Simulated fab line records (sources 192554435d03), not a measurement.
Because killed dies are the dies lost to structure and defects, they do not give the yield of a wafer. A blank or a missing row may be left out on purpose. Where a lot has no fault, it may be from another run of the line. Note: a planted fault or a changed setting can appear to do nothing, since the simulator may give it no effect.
Chamber matching	flow n5_finfet	N5_FIN_SAQP_SPACER2_ALD_28 on ald_sin-04 has 4 sister chambers
The step deposits SiO2, target thk 8.1 nm, pulse time 1 s, purge time 2 s. 4 wafers are shown with their chamber, then 11 later ones without.

WAFERS WITH THEIR CHAMBER
wafer	chamber	heater_power_w (W)
L086.3	2	588
L086.4	3	443
L086.6	0	416
L087.1	1	481

WAFERS WITHOUT THEIR CHAMBER
wafer	heater_power_w (W)
L087.2	406
L087.3	587
L088.1	421
L088.4	491
L088.6	476
L090.3	591
L090.4	442
L090.6	475
L095.2	479
L095.3	408
L095.4	592

WHICH CHAMBER EACH WENT THROUGH
wafer	from the rows above	in truth
L087.2	0	0
L087.3	2	2
L088.1	0	0
L088.4	1	1
L088.6	1	1
L090.3	2	2
L090.4	3	3
L090.6	1	1
L095.2	1	1
L095.3	0	0
L095.4	2	2
11 of 11 placed correctly. From these rows, 0 cannot be placed. Placed wrongly: 0.
How it was worked out, from the rows above alone: a wafer's distance from a chamber is the root of the sum, over the readings, of the square of ((its reading less the chamber's mean) divided by the reading's scatter). The wafer belongs to the nearest chamber; if the next one is less than 2 further off, it can't be placed. For every chamber, the mean is computed from those of its wafers that are shown. The scatter (one wafer shown for each chamber): square how far every hidden wafer sits from the nearest shown wafer, average those squares and take the square root.
